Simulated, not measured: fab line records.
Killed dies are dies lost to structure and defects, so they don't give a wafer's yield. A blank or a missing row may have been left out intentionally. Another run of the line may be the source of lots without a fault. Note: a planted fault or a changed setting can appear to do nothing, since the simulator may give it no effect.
fab line records	flow n5_finfet
record lots=7	wafers=39
route steps=1938 shown BEOL_M13@1696
start_h: hours from the record's opening day to when the first of the lot's shown wafers began	wait_h: hours elapsed since this lot's preceding step	" as in the row above	L1.1+2: one row covering several wafers at once	- value missing, or start not given	* or withheld: withheld	< > ~ a bound
route shown NAME@n: names a module that has steps shown in the file, with the first one's number in the route	usual: mean/standard deviation of fault-free wafers	same: alike in all rows	chamber/n: place in a boat	sites: the reading at each site	_std_site: standard deviation of those values	_edge_site: mean of outer sites minus mean of inner sites	radius_mm: how far each site lies from the wafer's centre	mask NAME#n: copy n	behind: the most recent tool/chamber to have shaped the wafer	hold: the reason the lot was held/the length of the hold in hours/how it ended	device: names the non-switching transistor (n, p or np)	end of line: tests of these same wafers at the route's end	a step with no rows: only its recipe	killed: count of dies lost to structure and defects at first sort (not the wafer's yield)	map: a wafer's dies, marking killed ones x, the rest . and places with no die _
set.NAME: the setting the step ran with; set.NAME@STEP: the setting that earlier step ran with	model.NAME: the simulator's own value behind a step, which no gauge read
lots run with intentionally changed settings; tables by step, rows by wafer
## steps
# step N5_BEOL_M13_TRENCH_ETCH_34
# recipe chemistry=C4F8/O2/Ar	target=SiOC	target_depth_a=4134.7	mask_material=SOC	pressure_mtorr=30	source_w=3000	bias_w=700	Ar_flow_sccm=400	C4F8_flow_sccm=15	O2_flow_sccm=8	he_inner_torr=15	he_outer_torr=30	time_s=162.6	ion_energy_ev=250
lot.wafer	tool	chamber	start_h	wait_h	set.target_depth_a	model.etch.depth_nm
L074.1	rie_diel-05	2	253.26	0.0	2274	232.1
L074.2	"	1	"	"	4134.7	424.9
L074.3	"	0	"	"	2274	220.2
L074.4	"	3	"	"	4134.7	413.4
L074.5	"	0	"	"	2274	220.4
L074.6	"	3	"	"	4134.7	411.7
L076.1	rie_diel-03	1	279.66	0.0	4134.7	409.2
L076.2	"	3	"	"	4134.7	415.1
L076.3	"	2	"	"	4134.7	403.4
L076.4	"	0	"	"	4134.7	408.7
L076.5	"	1	"	"	4134.7	405.7
L076.6	"	0	"	"	4134.7	410.6
L077.1	rie_diel-01	0	291.67	0.0	4134.7	419.6
L077.2	"	2	"	"	5117	511.9
L077.3	"	3	"	"	5117	510.6
L077.4	"	1	"	"	4134.7	413.6
L077.5	"	3	"	"	4134.7	413.2
L077.6	"	0	"	"	5117	521.5
L082.1	rie_diel-05	0	300.41	0.0	5890	576.2
L082.2	"	3	"	"	4134.7	410.3
L082.3	"	1	"	"	5890	604.1
L082.4	"	2	"	"	5890	597.4
L082.5	"	3	"	"	4134.7	410.8
L082.6	"	0	"	"	4134.7	398.6
L085.1	rie_diel-03	2	311.61	0.0	4134.7	402.8
L085.2	"	1	"	"	3406	337.5
L085.3	"	3	"	"	4134.7	412.6
L085.4	"	0	"	"	3406	338.3
L085.5	"	1	"	"	4134.7	407.8
L085.6	"	0	"	"	3406	341.3
L088.2	rie_diel-03	1	338.76	0.0	4134.7	408.1
L088.3	"	2	"	"	4134.7	411.7
L088.6	"	0	"	"	4134.7	413.1
L093.1	rie_diel-03	1	356.62	0.0	4134.7	407.3
L093.2	"	2	"	"	4134.7	407.9
L093.3	"	3	"	"	4134.7	409.4
L093.4	"	0	"	"	4134.7	414.9
L093.5	"	0	"	"	4134.7	411.3
L093.6	"	1	"	"	4134.7	408
# step N5_BEOL_M13_STRIP_70
# recipe chemistry=C4F8/O2/Ar	resist=SiARC	rf_frequency_hz=6e+07
# step N5_BEOL_M13_OCD_MEAS_35
# usual trench_depth_nm=413/7.5
lot.wafer	tool	chamber	start_h	wait_h	set.target_depth_a@BEOL_M13_TRENCH_ETCH_34	trench_depth_nm
L074.1	ocd-02	-	253.44	0.0	2274	232
L074.2	"	-	"	"	4134.7	425
L074.3	"	-	"	"	2274	220
L074.4	"	-	"	"	4134.7	413
L074.5	"	-	"	"	2274	220
L074.6	"	-	"	"	4134.7	412
L076.1	ocd-02	-	279.83	0.0	4134.7	409
L076.2	"	-	"	"	4134.7	415
L076.3	"	-	"	"	4134.7	404
L076.4	"	-	"	"	4134.7	409
L076.5	"	-	"	"	4134.7	406
L076.6	"	-	"	"	4134.7	411
L077.1	ocd-01	-	291.84	0.0	4134.7	419
L077.2	"	-	"	"	5117	512
L077.3	"	-	"	"	5117	511
L077.4	"	-	"	"	4134.7	413
L077.5	"	-	"	"	4134.7	413
L077.6	"	-	"	"	5117	522
L082.1	ocd-02	-	300.59	0.0	5890	577
L082.2	"	-	"	"	4134.7	410
L082.3	"	-	"	"	5890	604
L082.4	"	-	"	"	5890	597
L082.5	"	-	"	"	4134.7	411
L082.6	"	-	"	"	4134.7	398
L085.1	ocd-01	-	311.78	0.0	4134.7	403
L085.2	"	-	"	"	3406	337
L085.3	"	-	"	"	4134.7	413
L085.4	"	-	"	"	3406	339
L085.5	"	-	"	"	4134.7	408
L085.6	"	-	"	"	3406	341
L088.2	ocd-02	-	338.94	0.0	4134.7	408
L088.3	"	-	"	"	4134.7	412
L088.6	"	-	"	"	4134.7	413
L093.1	ocd-02	-	356.80	0.0	4134.7	407
L093.2	"	-	"	"	4134.7	407
L093.3	"	-	"	"	4134.7	410
L093.4	"	-	"	"	4134.7	415
L093.5	"	-	"	"	4134.7	411
L093.6	"	-	"	"	4134.7	408
# step N5_BEOL_M13_STRIP_37
# recipe chemistry=N2/H2	power_w=1000	temp_c=250	h2_frac=0.65	overash_fraction=0.3	pressure_mtorr=withheld	n2_flow_sccm=1750	h2_flow_sccm=3250
# step N5_BEOL_M13_ETCH_38
# recipe chemistry=CF4/N2	target=SiCN	target_depth_a=675	taper_deg=2	time_s=71.9	ion_energy_ev=150	mask_material=SiO2	pressure_mtorr=40	source_w=430	bias_w=70	Ar_flow_sccm=100	cf4_flow_sccm=60	n2_flow_sccm=60
# step N5_BEOL_M13_ECD_47
# recipe material=Cu	target_thk_a=9360
# step N5_BEOL_M13_ANNEAL_48
# recipe temp_c=225	time_s=90	ambient=N2
# step N5_BEOL_M13_CMP_49
# recipe stop_on=SiOC	t_overpolish_s=17.1	down_force_psi=1	platen_rpm=50	clearing_platen_down_force_psi=1.5	clearing_platen_rpm=50	post_cmp_clean=cu_alkaline	target_thk_nm=420	clearing_platen_pad_velocity_m_s=0.99484	pad_velocity_m_s=0.99484
lot.wafer	tool	chamber	start_h	wait_h	set.target_depth_a@BEOL_M13_TRENCH_ETCH_34	model.Cu_of_BEOL_M13_ECD_47.thk_nm
L074.2	cmp-02	3	255.58	0.2	4134.7	429
L074.1	"	0	"	"	2274	239.8
L074.3	"	1	"	"	2274	224.4
L074.4	"	2	"	"	4134.7	418.6
L074.6	"	3	"	"	4134.7	416.6
L074.5	"	0	"	"	2274	227.8
L076.3	cmp-04	0	282.41	0.2	4134.7	410
L076.4+1	"	1,3	"	"	4134.7	413.6
L076.2	"	2	"	"	4134.7	424
L076.5	"	0	"	"	4134.7	412.8
L076.6	"	1	"	"	4134.7	416.4
L077.2	cmp-04	1	294.56	0.2	5117	516.4
L077.4	"	2	"	"	4134.7	420.6
L077.1	"	3	"	"	4134.7	425
L077.3	"	0	"	"	5117	517.2
L077.6	"	1	"	"	5117	525.8
L077.5	"	2	"	"	4134.7	420
L082.4	cmp-02	1	304.20	0.1	5890	602.6
L082.1	"	2	"	"	5890	584
L082.3	"	3	"	"	5890	610.4
L082.2	"	0	"	"	4134.7	419.2
L082.6	"	1	"	"	4134.7	405
L082.5	"	2	"	"	4134.7	418.2
L085.2	cmp-04	2	315.96	0.2	3406	345
L085.1	"	3	"	"	4134.7	407.2
L085.4	"	0	"	"	3406	345.8
L085.3	"	1	"	"	4134.7	418.2
L085.6	"	2	"	"	3406	349
L085.5	"	3	"	"	4134.7	413.6
L088.3	cmp-03	3	345.41	0.2	4134.7	418.6
L088.2	"	2	"	"	4134.7	414
L088.6	"	3	"	"	4134.7	419.4
L093.4	cmp-02	2	365.51	0.1	4134.7	421.2
L093.3	"	3	"	"	4134.7	414.8
L093.2	"	0	"	"	4134.7	415
L093.1	"	1	"	"	4134.7	412.4
L093.5	"	2	"	"	4134.7	417
L093.6	"	3	"	"	4134.7	413
# step N5_BEOL_M13_THK_MEAS_50
# recipe thk_meas_gauge=xrf	reads=Cu_of_BEOL_M13_ECD_47
# usual M13_THK=425/8.4
lot.wafer	tool	chamber	start_h	wait_h	set.target_depth_a@BEOL_M13_TRENCH_ETCH_34	M13_THK[nm]
L074.1	film_metro-01	-	255.87	-	2274	242
L074.2	"	-	"	"	4134.7	433
L074.3	"	-	"	"	2274	228
L074.4	"	-	"	"	4134.7	424
L074.5	"	-	"	"	2274	231
L074.6	"	-	"	"	4134.7	421
L076.1	film_metro-02	-	282.70	-	4134.7	418
L076.2	"	-	"	"	4134.7	429
L076.3	"	-	"	"	4134.7	416
L076.4	"	-	"	"	4134.7	419
L076.5	"	-	"	"	4134.7	418
L076.6	"	-	"	"	4134.7	420
L077.1	film_metro-01	-	294.85	-	4134.7	431
L077.2	"	-	"	"	5117	523
L077.3	"	-	"	"	5117	522
L077.4	"	-	"	"	4134.7	425
L077.5	"	-	"	"	4134.7	424
L077.6	"	-	"	"	5117	532
L082.1	film_metro-01	-	304.49	-	5890	590
L082.2	"	-	"	"	4134.7	424
L082.3	"	-	"	"	5890	614
L082.4	"	-	"	"	5890	614
L082.5	"	-	"	"	4134.7	424
L082.6	"	-	"	"	4134.7	411
L085.1	film_metro-02	-	316.26	-	4134.7	414
L085.2	"	-	"	"	3406	349
L085.3	"	-	"	"	4134.7	424
L085.4	"	-	"	"	3406	351
L085.5	"	-	"	"	4134.7	420
L085.6	"	-	"	"	3406	355
L088.2	film_metro-01	-	345.71	-	4134.7	414
L088.3	"	-	"	"	4134.7	417
L088.6	"	-	"	"	4134.7	417
L093.1	film_metro-01	-	365.80	-	4134.7	413
L093.2	"	-	"	"	4134.7	418
L093.3	"	-	"	"	4134.7	417
L093.4	"	-	"	"	4134.7	425
L093.5	"	-	"	"	4134.7	418
L093.6	"	-	"	"	4134.7	417
# step N5_BEOL_M13_PRE_CLEAN_52
# recipe gas=NH3	time_s=15	temp_c=withheld	rf_power_w=300
# step N5_BEOL_M13_DEP_53
# recipe material=SiCN	target_thk_a=500	temp_c=withheld	precursor=3MS/NH3	pressure_torr=3	rf_w=675	time_s=17.8
# step N5_BEOL_M13_RS_MEAS_54
# recipe thk_meas_gauge=four-point-probe	reads=Cu_of_BEOL_M13_ECD_47+Ta_of_BEOL_M13_SPUTTER_44+TaN_of_BEOL_M13_SPUTTER_43
# usual M13_RS=0.0450/0.00086
lot.wafer	tool	chamber	start_h	wait_h	set.target_depth_a@BEOL_M13_TRENCH_ETCH_34	M13_RS[ohm/sq]
L074.1	film_metro-01	-	256.00	0.0	2274	0.0807
L074.2	"	-	"	"	4134.7	0.0439
L074.3	"	-	"	"	2274	0.0865
L074.4	"	-	"	"	4134.7	0.0451
L074.5	"	-	"	"	2274	0.0853
L074.6	"	-	"	"	4134.7	0.0453
L076.1	film_metro-02	-	282.83	0.0	4134.7	0.0457
L076.2	"	-	"	"	4134.7	0.0446
L076.3	"	-	"	"	4134.7	0.0461
L076.4	"	-	"	"	4134.7	0.0457
L076.5	"	-	"	"	4134.7	0.0457
L076.6	"	-	"	"	4134.7	0.0453
L077.1	film_metro-02	-	294.98	0.0	4134.7	0.0445
L077.2	"	-	"	"	5117	0.0364
L077.3	"	-	"	"	5117	0.0363
L077.4	"	-	"	"	4134.7	0.0449
L077.5	"	-	"	"	4134.7	0.0449
L077.6	"	-	"	"	5117	0.0356
L082.1	film_metro-02	-	304.62	0.0	5890	0.0320
L082.2	"	-	"	"	4134.7	0.0451
L082.3	"	-	"	"	5890	0.0306
L082.4	"	-	"	"	5890	0.0311
L082.5	"	-	"	"	4134.7	0.0452
L082.6	"	-	"	"	4134.7	0.0467
L085.1	film_metro-02	-	316.38	0.0	4134.7	0.0463
L085.2	"	-	"	"	3406	0.0549
L085.3	"	-	"	"	4134.7	0.0451
L085.4	"	-	"	"	3406	0.0550
L085.5	"	-	"	"	4134.7	0.0457
L085.6	"	-	"	"	3406	0.0543
L088.2	film_metro-01	-	345.84	0.1	4134.7	0.0456
L088.3	"	-	"	"	4134.7	0.0451
L088.6	"	-	"	"	4134.7	0.0451
L093.1	film_metro-02	-	365.93	0.0	4134.7	0.0458
L093.2	"	-	"	"	4134.7	0.0455
L093.3	"	-	"	"	4134.7	0.0454
L093.4	"	-	"	"	4134.7	0.0447
L093.5	"	-	"	"	4134.7	0.0453
L093.6	"	-	"	"	4134.7	0.0457
## key
split step=N5_BEOL_M13_TRENCH_ETCH_34	setting=target_depth_a	stated=4134.7	by=wafer
response step=N5_BEOL_M13_TRENCH_ETCH_34	reading=model.etch.depth_nm	change=+4.28	per=1%	r=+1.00
response step=N5_BEOL_M13_OCD_MEAS_35	reading=trench_depth_nm	change=+4.29	per=1%	r=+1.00
response step=N5_BEOL_M13_CMP_49	reading=model.Cu_of_BEOL_M13_ECD_47.thk_nm	change=+4.24	per=1%	r=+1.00
response step=N5_BEOL_M13_THK_MEAS_50	reading=M13_THK	change=+4.28	per=1%	r=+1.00
response step=N5_BEOL_M13_RS_MEAS_54	reading=M13_RS	change=-0.000585	per=1%	r=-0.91
